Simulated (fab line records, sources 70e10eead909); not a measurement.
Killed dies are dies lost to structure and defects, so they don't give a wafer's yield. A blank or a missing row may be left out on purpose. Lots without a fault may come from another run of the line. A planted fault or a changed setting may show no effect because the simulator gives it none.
Which tool did it? | flow nand_harc | 24 lots, 72 wafers sampled, at 4 steps of a route of 1302

WHAT THE GAUGES READ, wafer by wafer
NHARC_P_STI_INSPECT_11. Usual: raw_defect_count 5.3, standard deviation 2.5.
lot  | measured     | on                | raw_defect_count | flag
L074 | day 2 18:50  | defect_inspect-01 | 4 6 2            |
L075 | day 3 04:56  | defect_inspect-01 | 4 7 6            |
L076 | day 3 16:19  | defect_inspect-01 | 3 2 2            |
L077 | day 4 00:25  | defect_inspect-01 | 2 1 6            |
L078 | day 4 13:31  | defect_inspect-01 | 4 8 10           |
L079 | day 4 21:29  | defect_inspect-01 | 4 11 4           |
L080 | day 5 07:50  | defect_inspect-02 | 8 7 3            |
L081 | day 5 16:05  | defect_inspect-02 | 4 3 7            |
L082 | day 6 04:40  | defect_inspect-02 | 7 6 8            |
L083 | day 6 12:10  | defect_inspect-02 | 5 4 4            |
L084 | day 6 23:44  | defect_inspect-02 | 4 7 11           |
L085 | day 7 08:23  | defect_inspect-02 | 7 6 4            |
L086 | day 7 18:21  | defect_inspect-02 | 8 7 4            |
L087 | day 8 05:34  | defect_inspect-02 | 6 9 7            |
L088 | day 8 16:56  | defect_inspect-01 | 4 6 1            |
L089 | day 9 03:57  | defect_inspect-02 | 4 9 5            |
L090 | day 9 12:26  | defect_inspect-01 | 2 4 3            |
L091 | day 9 20:20  | defect_inspect-01 | 3 5 2            |
L092 | day 10 07:07 | defect_inspect-01 | 9 5 6            |
L093 | day 10 17:47 | defect_inspect-02 | 7 6 6            |
L094 | day 11 04:06 | defect_inspect-02 | 4 2 6            |
L095 | day 11 12:45 | defect_inspect-02 | 2 7 4            |
L096 | day 12 00:16 | defect_inspect-01 | 1 7 3            |
L097 | day 12 09:12 | defect_inspect-01 | 5 5 5            |

NHARC_P_GATE_INSPECT_28. Usual: raw_defect_count 7, standard deviation 3.3.
lot  | measured     | on                | raw_defect_count | flag
L074 | day 4 18:48  | defect_inspect-01 | 8 9 5            |
L075 | day 5 12:34  | defect_inspect-02 | 14 8 7           |
L076 | day 5 22:13  | defect_inspect-01 | 10 9 6           |
L077 | day 6 02:02  | defect_inspect-02 | 8 6 5            |
L078 | day 6 20:04  | defect_inspect-02 | 4 2 7            |
L079 | day 7 00:25  | defect_inspect-02 | 13 7 13          |
L080 | day 7 14:38  | defect_inspect-02 | 8 10 7           |
L081 | day 7 17:37  | defect_inspect-01 | 3 7 5            |
L082 | day 8 08:49  | defect_inspect-02 | 3 5 1            |
L083 | day 8 15:14  | defect_inspect-01 | 4 7 4            |
L084 | day 9 10:50  | defect_inspect-01 | 5 3 1            |
L085 | day 9 13:05  | defect_inspect-02 | 8 8 5            |
L086 | day 10 02:49 | defect_inspect-02 | 9 4 8            |
L087 | day 10 12:23 | defect_inspect-01 | 2 7 4            |
L088 | day 11 03:37 | defect_inspect-01 | 6 5 6            |
L089 | day 11 04:21 | defect_inspect-01 | 14 13 20         |
L090 | day 11 19:02 | defect_inspect-02 | 8 7 8            |
L091 | day 12 01:28 | defect_inspect-02 | 8 6 8            |
L092 | day 12 15:35 | defect_inspect-01 | 7 1 12           |
L093 | day 13 02:50 | defect_inspect-01 | 9 4 6            |
L094 | day 13 09:00 | defect_inspect-02 | 5 4 8            |
L095 | day 13 13:44 | defect_inspect-02 | 15 11 9          |
L096 | day 14 05:29 | defect_inspect-02 | 4 4 2            |
L097 | day 14 09:46 | defect_inspect-02 | 5 6 5            |

NHARC_P_M1_THK_MEAS_24: measures by xrf. Usual: thk_nm 158.2 nm, standard deviation 1.3.
lot  | measured     | on            | thk_nm (nm)       | flag
L074 | day 6 01:27  | film_metro-01 | 157.1 157.7 156.9 |
L075 | day 6 19:49  | film_metro-02 | 157.2 157.6 158.8 |
L076 | day 7 05:01  | film_metro-02 | 157.2 160.0 159.6 |
L077 | day 7 08:58  | film_metro-01 | 157.1 156.2 155.8 |
L078 | day 8 02:45  | film_metro-02 | 159.9 159.1 159.2 |
L079 | day 8 07:34  | film_metro-02 | 158.6 159.4 158.4 |
L080 | day 8 21:25  | film_metro-01 | 157.6 159.0 156.7 |
L081 | day 9 00:45  | film_metro-01 | 158.1 158.9 158.2 |
L082 | day 9 15:46  | film_metro-02 | 157.9 159.7 156.7 |
L083 | day 9 22:14  | film_metro-02 | 160.8 160.9 159.4 |
L084 | day 10 17:31 | film_metro-01 | 157.6 157.3 156.9 |
L085 | day 10 20:00 | film_metro-01 | 158.4 159.0 156.5 |
L086 | day 11 13:21 | film_metro-02 | 156.6 156.7 156.9 |
L087 | day 11 19:29 | film_metro-02 | 157.1 155.7 159.5 |
L088 | day 12 12:34 | film_metro-02 | 160.3 158.5 157.1 |
L089 | day 12 13:02 | film_metro-01 | 157.7 159.8 157.5 |
L090 | day 13 02:28 | film_metro-01 | 158.6 156.7 159.4 |
L091 | day 13 08:04 | film_metro-01 | 157.8 158.8 161.0 |
L092 | day 13 22:40 | film_metro-01 | 159.6 158.6 159.5 |
L093 | day 14 12:40 | film_metro-02 | 156.5 158.1 159.0 |
L094 | day 14 16:07 | film_metro-02 | 157.7 158.5 159.5 |
L095 | day 14 20:26 | film_metro-02 | 160.0 157.1 158.1 |
L096 | day 15 12:37 | film_metro-02 | 157.8 156.6 159.6 |
L097 | day 15 16:53 | film_metro-01 | 158.3 159.9 157.7 |

WHICH TOOL RAN EACH LOT (tool, then ch and the chambers of the sampled wafers, then the start)
lot  | NHARC_P_M1_PVD_21
L074 | pvd_sputter-01, day 6 01:27 or earlier
L075 | pvd_sputter-01, day 6 19:49 or earlier
L076 | pvd_sputter-02, day 7 05:01 or earlier
L077 | pvd_sputter-01, day 7 08:58 or earlier
L078 | pvd_sputter-02, day 8 02:45 or earlier
L079 | pvd_sputter-02, day 8 07:34 or earlier
L080 | pvd_sputter-01, day 8 21:25 or earlier
L081 | pvd_sputter-02, day 9 00:45 or earlier
L082 | pvd_sputter-01, day 9 15:46 or earlier
L083 | pvd_sputter-02, day 9 22:14 or earlier
L084 | pvd_sputter-03, day 10 17:31 or earlier
L085 | pvd_sputter-03, day 10 20:00 or earlier
L086 | pvd_sputter-02, day 11 13:21 or earlier
L087 | pvd_sputter-01, day 11 19:29 or earlier
L088 | pvd_sputter-03, day 12 12:34 or earlier
L089 | pvd_sputter-02, day 12 13:02 or earlier
L090 | pvd_sputter-01, day 13 02:28 or earlier
L091 | pvd_sputter-01, day 13 08:04 or earlier
L092 | pvd_sputter-03, day 13 22:40 or earlier
L093 | pvd_sputter-02, day 14 12:40 or earlier
L094 | pvd_sputter-01, day 14 16:07 or earlier
L095 | pvd_sputter-01, day 14 20:26 or earlier
L096 | pvd_sputter-01, day 15 12:37 or earlier
L097 | pvd_sputter-02, day 15 16:53 or earlier
- NHARC_P_M1_PVD_21: deposits Cu, target thk 30 nm, time 20.49 s.

WHAT THE TOOLS THEMSELVES READ (means of the sampled wafers that have a number; where no wafer has one, the mark that the record gives instead)
NHARC_P_M1_PVD_21. Usual: throttle_valve_pct 29.9 %, standard deviation 1.2.
lot  | tool           | throttle_valve_pct (%) | flag
L074 | pvd_sputter-01 | 30.1                   |
L075 | pvd_sputter-01 | 30.4                   |
L076 | pvd_sputter-02 | 28.9                   |
L077 | pvd_sputter-01 | 30.1                   |
L078 | pvd_sputter-02 | 30.4                   |
L079 | pvd_sputter-02 | 28.9                   |
L080 | pvd_sputter-01 | 31.0                   |
L081 | pvd_sputter-02 | 29.0                   |
L082 | pvd_sputter-01 | 30.3                   |
L083 | pvd_sputter-02 | 29.4                   |
L084 | pvd_sputter-03 | 30.2                   |
L085 | pvd_sputter-03 | 29.4                   |
L086 | pvd_sputter-02 | 29.3                   |
L087 | pvd_sputter-01 | 30.0                   |
L088 | pvd_sputter-03 | 29.1                   |
L089 | pvd_sputter-02 | 28.9                   |
L090 | pvd_sputter-01 | 30.8                   |
L091 | pvd_sputter-01 | 31.3                   |
L092 | pvd_sputter-03 | 29.3                   |
L093 | pvd_sputter-02 | 30.4                   |
L094 | pvd_sputter-01 | 30.3                   |
L095 | pvd_sputter-01 | 31.0                   |
L096 | pvd_sputter-01 | 30.3                   |
L097 | pvd_sputter-02 | 30.5                   |

THE ANSWER, worked out from the rows above alone
Rule: a lot is off if the mean of its wafers that have a number lies more than 3 standard deviations from the usual mean. A lot without any number at a reading at which 4 lots or more have one is off too. The other lots that the step has rows for count as sound. The gauges are gone through in route order, then the tools' own readings, and for those a lot's mean is taken as printed above. The first step at which some lot is off is used, and at that step the reading that is off furthest; a lot without a number counts as furthest.
No lot is off at any reading shown: from this, nothing can be told.

WHAT THE SIMULATOR HAD PUT IN
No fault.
